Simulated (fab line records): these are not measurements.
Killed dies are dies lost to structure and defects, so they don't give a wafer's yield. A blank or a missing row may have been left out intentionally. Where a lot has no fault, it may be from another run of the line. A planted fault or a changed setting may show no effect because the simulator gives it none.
fab line records	flow nand-harc
[record] lots = 8	wafers = 24	last-day = 34
route steps=1302 shown A_CHANNEL_HOLE_D2@594 A_CHANNEL_FILL_D2@624 END@1301
lots that met no fault: taken from a fault-free run of the same line
start-h: the number of hours between the record's first day and the start of the first shown wafer of the lot	wait-h: hours from the lot's prior step to this one	" same as the row above	L1.1+2: one row covering several wafers at once	- value missing, or start not given	* or withheld: withheld	< > ~ a bound
route shown NAME@n: a module of which the file shows steps, and the number in the route of the first	usual: the fault-free wafers' mean and standard deviation	same: alike in all rows	chamber/n: place in a boat	sites: readings site by site	_std_site: standard deviation across them	_edge_site: inner sites' mean taken away from outer sites' mean	radius-mm: for every site, how far away it sits from the centre of the wafer	mask NAME#n: copy n	behind: the most recent tool/chamber to have shaped the wafer	hold: reason for holding the lot/hours on hold/outcome of the hold	device: names the non-switching transistor (n, p or np)	end of line: at the end of the route, the tests of the same wafers	a step with no rows: only its recipe	killed: dies lost to structure and defects at the first sort, not the wafer's yield	map: dies across one wafer; x = killed, . = not, _ = none there
set.NAME: the setting that was run; set.NAME@STEP: the one run at that earlier step	model.NAME: the simulator's own value behind a step, which no gauge read
route steps across a sampled set of lots; one table per step, one row per wafer
services: a tool's chamber out of use, with start hour (start-h, from the record's first day; less than 0 if before it), hours out, and reason
[[steps]]
[step NHARC_A_CHANNEL_HOLE_D2_ETCH_22]
[recipe] bias-v = 3000	source-w = withheld	pressure-mtorr = 20	time-s = 666.7	ar-flow-sccm = 375	c4f8-flow-sccm = 89.3	o2-flow-sccm = 35.7	temp-c = -20	target-depth-a = 16000	chemistry = C4F8/O2/Ar
[usual] drypump-motor-current-A = 5.9/0.65	o2-flow-sccm = 35.70/0.11	oes-air-line-au = 0.999/0.024	showerhead-plenum-p-Torr = 3.62/0.2	throttle-valve-pct = 32.156/0.0099
[same] time-s = 666.7
lot.wafer	tool	chamber	start-h	wait-h	drypump-motor-current-A	o2-flow-sccm	oes-air-line-au	rf-hours-counter-h	showerhead-plenum-p-Torr	throttle-valve-pct
L984.2	har-etch-01	0	300.74	0.4	5.3	35.70	1.023	150	3.47	32.161
L984.5	"	1	"	"	6.4	35.71	0.987	-	3.57	32.144
L984.6	"	0	"	"	5.3	35.68	0.981	-	3.47	32.154
L985.1	har-etch-01	0	335.32	0.4	5.3	35.82	1.021	169	3.46	32.165
L985.3	"	1	"	"	6.4	35.83	1.056	-	3.55	32.160
L985.5	"	0	"	"	5.3	35.63	0.984	-	3.46	32.143
L996.2	har-etch-02	1	440.02	0.4	5.1	35.63	1.015	24	3.92	32.162
L996.5	"	0	"	"	6.6	35.66	1.006	-	3.92	32.163
L996.6	"	1	"	"	5.1	35.70	0.993	-	3.92	32.162
L100.2	har-etch-02	1	469.45	0.4	5.1	35.81	1.017	43	3.91	32.141
L100.6	"	1	"	"	5.1	35.84	0.997	-	3.91	32.148
L100.5	"	0	"	"	6.6	35.79	1.014	-	3.91	32.170
L101.1	har-etch-01	0	471.17	0.4	5.3	35.69	1.006	260	3.42	32.152
L101.6	"	0	"	"	5.3	35.75	0.993	-	3.42	32.150
L101.5	"	1	"	"	6.4	35.68	1.034	-	3.51	32.160
L103.1	har-etch-01	0	506.89	0.4	5.3	35.60	1.002	279	3.41	32.173
L103.3	"	0	"	"	5.3	35.45	1.015	-	3.41	32.159
L103.4	"	1	"	"	6.4	35.69	0.991	-	3.50	32.154
L105.3	har-etch-02	1	509.20	0.4	5.1	35.47	1.028	-	3.90	32.169
L105.4	"	0	"	"	6.6	35.82	0.966	-	3.90	32.143
L105.5	"	1	"	"	5.1	35.61	1.016	-	3.90	32.157
L106.1	har-etch-02	0	532.67	0.4	6.6	35.98	0.992	78	3.89	32.136
L106.5	"	0	"	"	6.6	36.02	0.993	-	3.89	32.153
L106.6	"	1	"	"	5.1	35.82	0.988	-	3.89	32.149
[step NHARC_A_CHANNEL_HOLE_D2_ETCH_27]
[recipe] bias-v = 400	source-w = 2000	pressure-mtorr = 25	time-s = 90	ar-flow-sccm = 375	c4f8-flow-sccm = 41.7	o2-flow-sccm = 83.3	temp-c = -20	target-depth-a = 4000	chemistry = C4F8/O2/Ar
[usual] drypump-motor-current-A = 5.9/0.66	o2-flow-sccm = 83.30/0.24	oes-air-line-au = 1.002/0.02	showerhead-plenum-p-Torr = 3.66/0.21	throttle-valve-pct = 27.620/0.0092
[same] time-s = 90
lot.wafer	tool	chamber	start-h	wait-h	drypump-motor-current-A	o2-flow-sccm	oes-air-line-au	rf-hours-counter-h	showerhead-plenum-p-Torr	throttle-valve-pct
L984.2	har-etch-01	0	303.79	0.2	5.3	83.26	1.037	153	3.51	27.627
L984.5	"	1	"	"	6.4	83.46	1.003	-	3.60	27.631
L984.6	"	0	"	"	5.3	83.54	1.005	-	3.50	27.615
L985.1	har-etch-01	0	338.44	0.2	5.3	83.50	1.046	172	3.49	27.603
L985.3	"	1	"	"	6.4	83.30	0.988	-	3.59	27.622
L985.5	"	0	"	"	5.3	83.20	0.996	-	3.49	27.634
L996.2	har-etch-02	1	443.08	0.2	5.1	83.44	1.001	27	3.96	27.613
L996.5	"	0	"	"	6.6	82.90	0.975	-	3.97	27.624
L996.6	"	1	"	"	5.1	83.46	1.023	-	3.96	27.610
L100.2	har-etch-02	1	472.56	0.2	5.1	83.27	0.990	46	3.95	27.609
L100.6	"	1	"	"	5.1	83.57	1.000	-	3.95	27.633
L100.5	"	0	"	"	6.6	83.16	1.006	-	3.95	27.620
L101.1	har-etch-01	0	474.28	0.2	5.3	83.18	0.987	263	3.45	27.619
L101.6	"	0	"	"	5.3	83.43	0.981	-	3.45	27.623
L101.5	"	1	"	"	6.4	83.35	1.010	-	3.54	27.620
L103.1	har-etch-01	0	510.00	0.2	5.3	83.15	1.006	282	3.44	27.633
L103.3	"	0	"	"	5.3	83.57	1.018	-	3.44	27.623
L103.4	"	1	"	"	6.4	83.45	1.010	-	3.53	27.625
L105.3	har-etch-02	1	512.17	0.2	5.1	83.12	0.995	-	3.94	27.616
L105.4	"	0	"	"	6.6	83.07	1.006	-	3.94	27.617
L105.5	"	1	"	"	5.1	83.05	1.015	-	3.94	27.623
L106.1	har-etch-02	0	535.78	0.2	6.6	83.35	1.011	81	3.93	27.638
L106.5	"	0	"	"	6.7	83.23	0.997	-	3.93	27.606
L106.6	"	1	"	"	5.1	83.09	1.004	-	3.93	27.618
[step NHARC_A_CHANNEL_FILL_D2_CVD_05]
[recipe] target-thk-a = 50	temp-c = 550	material = poly-Si
[usual] spike-tc-bottom-C = 571.8/1.6	spike-tc-centre-C = 550.0/0.96	spike-tc-lower-C = 550.1/0.98	spike-tc-top-C = 569.1/1.4	spike-tc-upper-C = 550.0/1	tube-center-temp-C = 550/0.054
lot.wafer	tool	chamber	start-h	wait-h	spike-tc-bottom-C	spike-tc-centre-C	spike-tc-lower-C	spike-tc-top-C	spike-tc-upper-C	tube-center-temp-C
L984.2	lpcvd-poly-01	0	332.55	2.4	572.4	549.4	550.0	569.1	550.6	550.12
L984.5	"	0	"	"	573.7	550.2	550.0	569.8	549.4	550.03
L984.6	"	0	"	"	571.2	551.2	550.6	567.6	550.4	549.98
L985.1	lpcvd-poly-01	0	366.81	2.4	572.2	549.8	550.8	568.5	550.2	550
L985.3	"	0	"	"	571.5	550.7	549.8	566.9	549.5	550.07
L985.5	"	0	"	"	573.1	548.5	549.4	567.4	549.3	550.03
L996.2	lpcvd-poly-01	0	470.91	2.4	573.3	550.5	550.5	568.0	550.1	550.04
L996.5	"	0	"	"	572.3	548.4	550.0	567.5	551.2	549.93
L996.6	"	0	"	"	574.3	549.6	549.8	567.8	548.2	550.04
L100.2	lpcvd-poly-01	0	501.40	2.4	586.8	565.0	566.8	584.6	565.9	565.57
L100.5	"	0	"	"	586.7	565.9	567.2	583.0	565.6	565.46
L100.6	"	0	"	"	587.0	566.7	566.5	582.2	565.1	565.56
L101.1	lpcvd-poly-01	0	501.40	2.4	586.3	565.1	563.5	581.8	565.9	565.54
L101.5	"	0	"	"	587.0	565.3	566.5	582.8	565.0	565.43
L101.6	"	0	"	"	587.9	564.0	566.1	582.4	565.6	565.51
L103.1	lpcvd-poly-04	0	543.70	2.3	568.8	549.8	550.2	569.3	550.0	549.92
L103.3	"	0	"	"	569.1	549.5	550.6	571.4	551.2	550.07
L103.4	"	0	"	"	570.3	549.7	548.7	569.6	551.1	549.94
L105.3	lpcvd-poly-04	0	543.70	2.3	568.1	549.8	549.6	571.3	549.1	549.98
L105.4	"	0	"	"	570.2	552.4	548.7	570.5	551.9	549.98
L105.5	"	0	"	"	569.7	549.4	548.7	569.6	551.1	550.1
L106.1	lpcvd-poly-02	0	563.74	2.3	572.8	549.4	548.4	569.1	548.5	550.06
L106.5	"	0	"	"	570.2	549.9	550.1	570.4	548.8	549.93
L106.6	"	0	"	"	572.0	548.7	550.3	570.4	550.5	549.95
[step NHARC_A_CHANNEL_FILL_D2_ETCHBACK_08]
[recipe] target-depth-a = 2200	time-s = 110	c4f8-flow-sccm = 20	ar-flow-sccm = withheld	rf-w = 600	bias-w = 300	chemistry = C4F8
[usual] oes-product-au = 0.96/0.035	rf-vpp-V = 440.3/2.3
[same] time-s = 110
lot.wafer	tool	chamber	start-h	wait-h	oes-product-au	rf-hours-counter-h	rf-vpp-V
L984.2	rie-diel-03	0	-	-	0.99	1	439.4
L984.6	"	1	"	"	0.99	-	439.1
L984.5	"	2	"	"	0.99	-	440.9
L985.1	rie-diel-03	2	-	-	0.92	3	440.7
L985.3	"	3	"	"	0.93	3	438.1
L985.5	"	2	"	"	0.92	-	440.4
L996.2	rie-diel-04	2	-	-	0.92	18	446.1
L996.6	"	3	"	"	0.92	-	439.7
L996.5	"	0	"	"	0.92	-	443.2
L100.2	rie-diel-03	0	-	-	0.96	1	438.0
L100.6	"	2	"	"	0.95	-	442.1
L100.5	"	3	"	"	0.96	-	436.3
L101.1	rie-diel-13	1	-	-	1.00	5	440.8
L101.6	"	1	"	"	0.99	-	441.4
L101.5	"	2	"	"	1.00	-	437.6
L103.3	rie-diel-03	0	-	-	1.01	2	437.0
L103.1	"	1	"	"	0.98	2	439.1
L103.4	"	2	"	"	0.99	2	441.7
L105.4	rie-diel-13	1	-	-	0.91	1	441.0
L105.3	"	3	"	"	0.93	0	443.1
L105.5	"	0	"	"	0.92	-	439.8
L106.1	rie-diel-03	3	-	-	1.00	2	437.1
L106.5	"	1	"	"	0.97	-	438.5
L106.6	"	2	"	"	0.99	-	440.5
[step NHARC_END_WLT_00]
[usual] VT_DECK1_BOTTOM = 0.869/0.0075	VT_DECK1_BOTTOM_INNER = 0.869/0.0079	VT_DECK1_MEDIAN_NEAR_BOTTOM = 0.871/0.0074	VT_DECK1_MEDIAN_NEAR_BOTTOM_INNER = 0.870/0.0075	VT_DECK1_MIDDLE = 0.883/0.008	VT_DECK1_MIDDLE_INNER = 0.883/0.0078	VT_DECK1_TOP = 0.894/0.0078	VT_DECK1_TOP_INNER = 0.895/0.0076	VT_DECK2_BOTTOM = 0.869/0.0074	VT_DECK2_BOTTOM_INNER = 0.868/0.0079	VT_DECK2_MEDIAN_NEAR_BOTTOM = 0.870/0.0074	VT_DECK2_MEDIAN_NEAR_BOTTOM_INNER = 0.870/0.0076	VT_DECK2_MIDDLE = 0.882/0.0073	VT_DECK2_MIDDLE_INNER = 0.882/0.0079	VT_DECK2_TOP = 0.893/0.0071	VT_DECK2_TOP_INNER = 0.894/0.0076
lot.wafer	tool	chamber	start-h	wait-h	hold	VT_DECK1_BOTTOM	VT_DECK1_BOTTOM_INNER	VT_DECK1_MEDIAN_NEAR_BOTTOM	VT_DECK1_MEDIAN_NEAR_BOTTOM_INNER	VT_DECK1_MIDDLE	VT_DECK1_MIDDLE_INNER	VT_DECK1_TOP	VT_DECK1_TOP_INNER	VT_DECK2_BOTTOM	VT_DECK2_BOTTOM_INNER	VT_DECK2_MEDIAN_NEAR_BOTTOM	VT_DECK2_MEDIAN_NEAR_BOTTOM_INNER	VT_DECK2_MIDDLE	VT_DECK2_MIDDLE_INNER	VT_DECK2_TOP	VT_DECK2_TOP_INNER
L985.1	prober-02	-	618.85	19.2	-	0.864	0.869	0.864	0.864	0.878	0.885	0.889	0.898	0.873	0.868	0.866	0.874	0.876	0.883	0.888	0.891
L985.3	"	-	619.85	20.2	-	0.868	0.881	0.875	0.865	0.887	0.878	0.891	0.885	0.878	0.876	0.879	0.883	0.889	0.886	0.895	0.891
L985.5	"	-	620.85	21.2	-	0.859	0.857	0.869	0.863	0.868	0.872	0.884	0.895	0.871	0.870	0.879	0.872	0.888	0.891	0.894	0.893
L984.2	prober-02	-	627.17	27.6	-	0.872	0.868	0.876	0.868	0.891	0.885	0.898	0.896	0.867	0.874	0.873	0.876	0.875	0.879	0.898	0.898
L984.5	"	-	628.67	29.1	-	0.877	0.878	0.876	0.877	0.899	0.887	0.901	0.897	0.871	0.869	0.871	0.870	0.885	0.885	0.886	0.891
L984.6	"	-	"	"	-	0.868	0.871	0.881	0.878	0.892	0.887	0.893	0.903	0.857	0.866	0.876	0.870	0.883	0.881	0.892	0.891
L996.2	prober-02	-	697.69	0.6	-	0.858	0.854	0.862	0.849	0.876	0.871	0.886	0.893	0.877	0.875	0.876	0.871	0.885	0.896	0.901	0.896
L996.5	"	-	699.18	2.0	-	0.861	0.857	0.858	0.865	0.873	0.874	0.897	0.896	0.872	0.866	0.867	0.865	0.889	0.889	0.903	0.893
L996.6	"	-	"	"	-	0.863	0.857	0.848	0.861	0.873	0.877	0.886	0.893	0.874	0.875	0.873	0.877	0.886	0.883	0.904	0.898
L100.2	prober-01	-	723.24	0.6	await-dispo/0.2h/release	0.858	0.863	0.869	0.866	0.876	0.886	0.890	0.888	0.976	0.976	0.976	0.975	0.983	0.996	0.993	1.000
L100.5	"	-	724.76	2.1	await-dispo/0.2h/release	0.874	0.871	0.871	0.871	0.869	0.882	0.885	0.896	0.963	0.962	0.970	0.981	0.983	0.983	0.997	1.003
L100.6	"	-	"	"	await-dispo/0.2h/release	0.868	0.870	0.875	0.867	0.888	0.888	0.901	0.889	0.962	0.967	0.960	0.968	0.993	0.983	1.002	0.996
L100.2	prober-01	-	731.06	7.3	-	0.867	0.868	0.866	0.867	0.886	0.877	0.895	0.896	0.972	0.971	0.974	0.980	0.993	0.997	1.008	0.998
L100.5	"	-	732.58	7.3	-	0.870	0.871	0.872	0.877	0.885	0.887	0.894	0.895	0.970	0.974	0.974	0.960	0.984	0.985	1.004	1.002
L100.6	"	-	"	"	-	0.879	0.870	0.868	0.868	0.886	0.883	0.890	0.896	0.967	0.959	0.954	0.979	0.980	0.977	0.996	0.997
L101.1	prober-02	-	730.45	7.8	await-dispo/0.2h/release	0.860	0.868	0.858	0.868	0.875	0.877	0.881	0.885	0.978	0.972	0.968	0.971	0.995	1.000	1.009	1.004
L101.5	"	-	732.44	9.7	await-dispo/0.2h/release	0.864	0.864	0.858	0.872	0.874	0.874	0.884	0.887	0.977	0.983	0.973	0.978	0.992	0.984	1.014	1.014
L101.6	"	-	"	"	await-dispo/0.2h/release	0.857	0.865	0.866	0.863	0.882	0.875	0.884	0.892	0.973	0.975	0.978	0.974	0.993	0.987	1.005	1.005
L101.1	prober-02	-	738.28	7.3	-	0.853	0.865	0.855	0.865	0.873	0.872	0.887	0.886	0.968	0.968	0.965	0.976	0.989	0.982	1.009	1.007
L101.5	"	-	740.27	7.3	-	0.869	0.866	0.865	0.865	0.866	0.877	0.886	0.888	0.974	0.971	0.973	0.979	0.986	0.996	1.001	1.002
L101.6	"	-	"	"	-	0.857	0.861	0.857	0.860	0.872	0.878	0.884	0.883	0.974	0.971	0.971	0.974	0.995	0.984	1.003	1.008
L103.1	prober-02	-	770.65	0.1	-	0.884	0.879	0.882	0.886	0.902	0.895	0.906	0.904	0.870	0.867	0.871	0.866	0.882	0.879	0.889	0.895
L103.3	"	-	"	"	-	0.881	0.883	0.880	0.876	0.893	0.894	0.908	0.902	0.866	0.867	0.872	0.865	0.884	0.886	0.901	0.892
L103.4	"	-	"	"	-	0.886	0.881	0.878	0.880	0.894	0.895	0.909	0.906	0.873	0.874	0.873	0.877	0.891	0.875	0.899	0.894
L105.3	prober-01	-	777.20	1.1	-	0.883	0.892	0.885	0.887	0.887	0.891	0.897	0.903	0.879	0.874	0.879	0.885	0.894	0.894	0.899	0.893
L105.4	"	-	"	"	-	0.878	0.881	0.873	0.881	0.891	0.882	0.901	0.902	0.869	0.873	0.879	0.883	0.886	0.887	0.891	0.908
L105.5	"	-	"	"	-	0.881	0.874	0.881	0.888	0.894	0.889	0.898	0.897	0.882	0.872	0.875	0.881	0.883	0.886	0.900	0.904
L106.1	prober-01	-	803.44	0.0	-	0.878	0.868	0.867	0.872	0.884	0.884	0.900	0.909	0.863	0.855	0.864	0.868	0.873	0.875	0.881	0.887
L106.5	"	-	805.44	2.0	-	0.872	0.882	0.885	0.879	0.893	0.885	0.905	0.911	0.859	0.862	0.861	0.868	0.884	0.885	0.889	0.887
L106.6	"	-	"	"	-	0.879	0.875	0.872	0.873	0.890	0.893	0.899	0.910	0.872	0.856	0.871	0.864	0.878	0.878	0.888	0.893
[step NHARC_END_SORT_01]
[recipe] temp-c = 25
[usual] killed-at-array = 54/18	killed-at-other = 0.7/0.87	killed-at-periphery = 3.7/2.5	killed-dies = 59/19	killed-open = 3.3/2	killed-short = 2.6/1.6
[same] gross-dies = 677
lot.wafer	tool	chamber	start-h	wait-h	hold	killed-at-array	killed-at-other	killed-at-periphery	killed-dies	killed-open	killed-short
L985.1	prober-02	0	621.85	2.5	-	52	1	1	54	2	2
L985.3	prober-02	0	623.45	3.1	-	44	0	2	46	3	2
L985.5	prober-02	0	625.06	3.7	-	40	0	2	42	1	2
L984.2	prober-02	0	630.47	2.8	-	51	2	1	54	7	3
L984.5	prober-02	0	632.87	3.7	-	46	0	2	48	1	2
L984.6	prober-02	0	633.67	4.0	-	41	1	2	44	5	4
L996.2	prober-02	0	700.97	2.8	-	53	1	4	58	3	4
L996.5	prober-02	0	703.38	3.7	-	58	3	1	62	1	4
L996.6	prober-02	0	704.18	4.0	-	51	3	1	55	1	0
L100.2	prober-01	0	737.01	5.4	await-dispo/2.6h/release	30	0	4	34	3	2
L100.5	prober-01	0	739.40	6.3	await-dispo/2.6h/release	26	1	3	30	3	2
L100.6	prober-01	0	740.20	6.6	await-dispo/2.6h/release	21	0	2	23	0	1
L101.1	prober-02	0	743.12	4.3	await-dispo/1.9h/release	72	1	4	77	4	4
L101.5	prober-02	0	746.35	5.6	await-dispo/1.9h/release	62	0	4	66	1	3
L101.6	prober-02	0	747.16	5.9	await-dispo/1.9h/release	66	0	1	67	3	3
L103.1	prober-02	0	773.64	2.5	-	65	3	3	71	4	3
L103.3	prober-02	0	775.24	3.1	-	49	0	6	55	5	2
L103.4	prober-02	0	776.03	3.4	-	42	3	4	49	3	4
L105.3	prober-01	0	780.81	3.1	-	32	0	3	35	4	6
L105.4	prober-01	0	781.60	3.4	-	22	0	4	26	2	2
L105.5	prober-01	0	782.39	3.7	-	30	0	0	30	2	2
L106.1	prober-01	0	806.44	2.5	-	58	2	2	62	6	1
L106.5	prober-01	0	809.71	3.8	-	68	3	4	75	5	3
L106.6	prober-01	0	810.52	4.1	-	61	1	5	67	2	2
// killed by level:class
L985.1 A_SLIT:chamber-film-flake=25 A_CHANNEL_HOLE_D2:chamber-film-flake=15 A_DECK1_JOINT:chamber-film-flake=2 A_WL_FILL:chamber-film-flake=2 A_CONTACT:chamber-film-flake=2 A_ONON_D1:geometric-particle:short=1 A_CHANNEL_FILL_D1:geometric-particle:open=1 A_ONON_D2:geometric-particle:short=1
L985.3 A_SLIT:chamber-film-flake=24 A_CHANNEL_HOLE_D2:chamber-film-flake=7 A_CONTACT:chamber-film-flake=5 A_CHANNEL_HOLE_D1:chamber-film-flake=2 A_CHANNEL_FILL_D1:chamber-film-flake=2 P_M0:geometric-particle:short=1 P_M0:geometric-particle:open=1 A_ONON_D1:geometric-particle:open=1
L985.5 A_SLIT:chamber-film-flake=23 A_CHANNEL_HOLE_D2:chamber-film-flake=8 A_CHANNEL_HOLE_D1:chamber-film-flake=2 A_CHANNEL_FILL_D1:chamber-film-flake=2 A_CONTACT:chamber-film-flake=2 P_M0:geometric-particle:short=1 A_CHANNEL_HOLE_D1:geometric-particle:short=1 A_CHANNEL_FILL_D1:geometric-particle:open=1
L984.2 A_CHANNEL_HOLE_D1:chamber-film-flake=31 A_CHANNEL_HOLE_D2:chamber-film-flake=3 A_CHANNEL_HOLE_D1:geometric-particle:open=2 A_SGD_CUT:geometric-particle:open=2 A_M0:geometric-particle:open=2 A_CHANNEL_FILL_D2:chamber-film-flake=2 A_SLIT:chamber-film-flake=2 A_WL_FILL:chamber-film-flake=2
L984.5 A_CHANNEL_HOLE_D1:chamber-film-flake=26 A_CHANNEL_HOLE_D2:chamber-film-flake=9 A_WL_FILL:chamber-film-flake=6 A_STAIRCASE:chamber-film-flake=2 A_CHANNEL_FILL_D1:geometric-particle:short=1 A_DECK1_JOINT:geometric-particle:short=1 A_CHANNEL_FILL_D2:geometric-particle:open=1 P_GATE:chamber-film-flake=1
L984.6 A_CHANNEL_HOLE_D1:chamber-film-flake=22 A_CHANNEL_HOLE_D2:chamber-film-flake=5 A_STAIRCASE:chamber-film-flake=3 A_WL_FILL:geometric-particle:short=2 A_CONTACT:chamber-film-flake=2 A_ONON_D1:geometric-particle:open=1 A_DECK1_JOINT:geometric-particle:open=1 A_DECK1_JOINT:geometric-particle:short=1
L996.2 A_SLIT:chamber-film-flake=25 A_CONTACT:chamber-film-flake=9 A_CHANNEL_HOLE_D1:chamber-film-flake=8 P_GATE:geometric-particle:open=1 A_ONON_D1:geometric-particle:short=1 A_CHANNEL_FILL_D1:geometric-particle:short=1 A_ONON_D2:geometric-particle:open=1 A_WL_FILL:geometric-particle:short=1
L996.5 A_SLIT:chamber-film-flake=29 A_CHANNEL_HOLE_D1:chamber-film-flake=12 A_CONTACT:chamber-film-flake=6 A_ONON_D2:geometric-particle:short=2 A_CHANNEL_FILL_D1:chamber-film-flake=2 A_M0:chamber-film-flake=2 HYBRID_BOND:chamber-film-flake=2 A_CHANNEL_FILL_D2:geometric-particle:open=1
L996.6 A_SLIT:chamber-film-flake=28 A_CONTACT:chamber-film-flake=8 A_CHANNEL_HOLE_D1:chamber-film-flake=7 A_STAIRCASE:chamber-film-flake=3 HYBRID_BOND:chamber-film-flake=2 A_CONTACT:geometric-particle:open=1 P_GATE:chamber-film-flake=1 A_DECK1_JOINT:chamber-film-flake=1
L100.2 A_CHANNEL_HOLE_D1:chamber-film-flake=13 A_SLIT:chamber-film-flake=5 P_GATE:chamber-film-flake=3 A_CONTACT:chamber-film-flake=3 A_STAIRCASE:chamber-film-flake=2 P_GATE:geometric-particle:open=1 A_CHANNEL_FILL_D1:geometric-particle:short=1 A_CHANNEL_HOLE_D2:geometric-particle:open=1
L100.5 A_CHANNEL_HOLE_D1:chamber-film-flake=12 A_STAIRCASE:chamber-film-flake=5 A_ZERO_WELL:chamber-film-flake=3 P_M0:geometric-particle:open=1 A_SOURCE_PLATE:geometric-particle:open=1 A_ONON_D1:geometric-particle:short=1 A_DECK1_JOINT:geometric-particle:open=1 A_WL_FILL:geometric-particle:short=1
L100.6 A_CHANNEL_HOLE_D1:chamber-film-flake=11 A_STAIRCASE:chamber-film-flake=4 A_SLIT:chamber-film-flake=4 A_WL_FILL:geometric-particle:short=1 P_ZERO_WELL:chamber-film-flake=1 P_GATE:chamber-film-flake=1 A_CHANNEL_FILL_D2:chamber-film-flake=1
L101.1 A_CHANNEL_HOLE_D2:chamber-film-flake=25 A_SLIT:chamber-film-flake=24 A_CHANNEL_HOLE_D1:chamber-film-flake=8 A_WL_FILL:chamber-film-flake=4 A_M0:geometric-particle:open=2 A_CONTACT:chamber-film-flake=2 A_DECK1_JOINT:geometric-particle:short=1 A_ONON_D2:geometric-particle:open=1
L101.5 A_SLIT:chamber-film-flake=25 A_CHANNEL_HOLE_D2:chamber-film-flake=13 A_CHANNEL_HOLE_D1:chamber-film-flake=10 A_CONTACT:chamber-film-flake=6 A_WL_FILL:chamber-film-flake=3 A_STAIRCASE:chamber-film-flake=2 P_BONDPAD:geometric-particle:short=1 A_ONON_D2:geometric-particle:short=1
L101.6 A_SLIT:chamber-film-flake=29 A_CHANNEL_HOLE_D2:chamber-film-flake=16 A_CHANNEL_HOLE_D1:chamber-film-flake=10 A_CONTACT:chamber-film-flake=4 A_CHANNEL_FILL_D2:chamber-film-flake=2 P_M0:geometric-particle:open=1 A_ONON_D1:geometric-particle:short=1 A_CHANNEL_HOLE_D1:geometric-particle:short=1
L103.1 A_CHANNEL_HOLE_D2:chamber-film-flake=31 A_SLIT:chamber-film-flake=10 A_CONTACT:chamber-film-flake=8 P_BONDPAD:chamber-film-flake=3 A_STAIRCASE:chamber-film-flake=3 THIN_TSV:chamber-film-flake=3 A_CHANNEL_FILL_D1:geometric-particle:short=2 A_CHANNEL_HOLE_D1:unspecified=2
L103.3 A_CHANNEL_HOLE_D2:chamber-film-flake=31 A_SLIT:chamber-film-flake=6 A_CONTACT:chamber-film-flake=4 P_BONDPAD:chamber-film-flake=2 A_CHANNEL_HOLE_D1:unspecified=2 P_GATE:geometric-particle:open=1 P_M0:geometric-particle:open=1 P_M2:geometric-particle:open=1
L103.4 A_CHANNEL_HOLE_D2:chamber-film-flake=23 A_SLIT:chamber-film-flake=5 A_CHANNEL_FILL_D1:chamber-film-flake=3 A_CONTACT:chamber-film-flake=3 THIN_TSV:chamber-film-flake=3 P_CONTACT:geometric-particle:open=2 P_M0:geometric-particle:short=2 A_CHANNEL_HOLE_D1:unspecified=2
L105.3 A_CONTACT:chamber-film-flake=12 A_SLIT:chamber-film-flake=6 A_STAIRCASE:chamber-film-flake=3 P_CONTACT:geometric-particle:short=2 A_DECK1_JOINT:geometric-particle:short=2 A_WL_FILL:chamber-film-flake=2 P_M0:geometric-particle:open=1 A_ONON_D1:geometric-particle:short=1
L105.4 A_CONTACT:chamber-film-flake=11 A_SLIT:chamber-film-flake=6 P_GATE:chamber-film-flake=2 P_STI:geometric-particle:open=1 P_M0:geometric-particle:short=1 A_CONTACT:geometric-particle:open=1 A_M1:geometric-particle:short=1 A_CHANNEL_HOLE_D1:chamber-film-flake=1
L105.5 A_CONTACT:chamber-film-flake=9 A_SLIT:chamber-film-flake=6 A_CHANNEL_HOLE_D1:chamber-film-flake=3 A_STAIRCASE:chamber-film-flake=3 A_CHANNEL_FILL_D1:geometric-particle:short=1 A_DECK1_JOINT:geometric-particle:open=1 A_ONON_D2:geometric-particle:open=1 A_CONTACT:geometric-particle:short=1
L106.1 A_SLIT:chamber-film-flake=28 A_CHANNEL_HOLE_D1:chamber-film-flake=8 A_STAIRCASE:chamber-film-flake=7 A_CONTACT:chamber-film-flake=5 A_WL_FILL:geometric-particle:open=2 A_DECK1_JOINT:chamber-film-flake=2 THIN_TSV:chamber-film-flake=2 P_GATE:geometric-particle:open=1
L106.5 A_SLIT:chamber-film-flake=33 A_CHANNEL_HOLE_D1:chamber-film-flake=19 A_CONTACT:chamber-film-flake=5 A_STAIRCASE:chamber-film-flake=4 THIN_TSV:chamber-film-flake=3 P_GATE:chamber-film-flake=2 P_CONTACT:geometric-particle:open=1 P_M0:geometric-particle:open=1
L106.6 A_SLIT:chamber-film-flake=28 A_CHANNEL_HOLE_D1:chamber-film-flake=18 A_CONTACT:chamber-film-flake=5 A_STAIRCASE:chamber-film-flake=4 P_M0:geometric-particle:open=2 P_GATE:chamber-film-flake=2 A_CHANNEL_FILL_D2:chamber-film-flake=2 P_M0:geometric-particle:short=1
[[services]]
tool	chamber	start-h	hours	kind
rie-diel-03	-	281.30	9.0	pm
rie-diel-04	1	312.58	7.1	repair
rie-diel-04	2	313.18	22.7	repair
har-etch-01	-	323.29	1.9	repair
har-etch-02	1	330.60	-	consumable-replace:focus-ring
har-etch-02	1	330.60	17.0	scheduled-down
har-etch-02	1	330.60	17.0	vent-cycle
rie-diel-13	-	342.00	9.0	pm
rie-diel-03	2	348.50	3.1	repair
rie-diel-04	-	352.64	2.5	repair
rie-diel-04	-	355.41	9.0	pm
rie-diel-13	3	372.48	2.4	repair
har-etch-02	-	380.05	17.0	pm
har-etch-02	0	380.05	17.0	vent-cycle
har-etch-02	1	380.05	17.0	vent-cycle
rie-diel-04	2	436.18	13.1	repair
rie-diel-13	1	441.47	7.9	repair
rie-diel-03	-	448.30	29.4	repair
rie-diel-13	3	452.23	4.0	repair
rie-diel-03	-	477.72	9.0	pm
rie-diel-13	0	477.87	34.1	repair
rie-diel-13	-	519.00	9.0	pm
rie-diel-04	-	532.41	9.0	pm
lpcvd-poly-01	-	566.00	26.0	pm
[[key]]
[first-sign] step = NHARC_A_CHANNEL_FILL_D2_CVD_05	reading = tube-center-temp-C	direction = up	sigmas = 99+	usual = *	struck = *
[effect] step = NHARC_A_CHANNEL_FILL_D2_CVD_05	reading = spike-tc-lower-C	direction = up	sigmas = 16	usual = 550.1	struck = 566.1
[effect] step = NHARC_END_WLT_00	reading = VT_DECK2_TOP	direction = up	sigmas = 16	usual = 0.893	struck = 1.003
[effect] step = NHARC_END_SORT_01	reading = hold	direction = added
met-at NHARC_A_CHANNEL_FILL_D2_CVD_05
struck-lots L100,L101
tester-left-out L100,L101
not-acting-at NHARC_A_CHANNEL_HOLE_D2_ETCH_22,NHARC_A_CHANNEL_HOLE_D2_ETCH_27,NHARC_A_CHANNEL_FILL_D2_ETCHBACK_08
onset-between 470.91 501.40
[fault] kind = process-parameter-drift	tool = lpcvd-poly-01	chamber = -	onset-h = 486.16	steps = NHARC_A_CHANNEL_FILL_D2_CVD_05	channel = temp-c	offset = *	shape = step	end-h = 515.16	acts-in = *	stated = *
// tester-left-out: of these lots the tester's yield and bins aren't shown, on N5 and GAA mostly nor the transistor test; their killed dies are dies lost to structure and defects alone, not to doping, threshold or leakage, so they don't give the yield
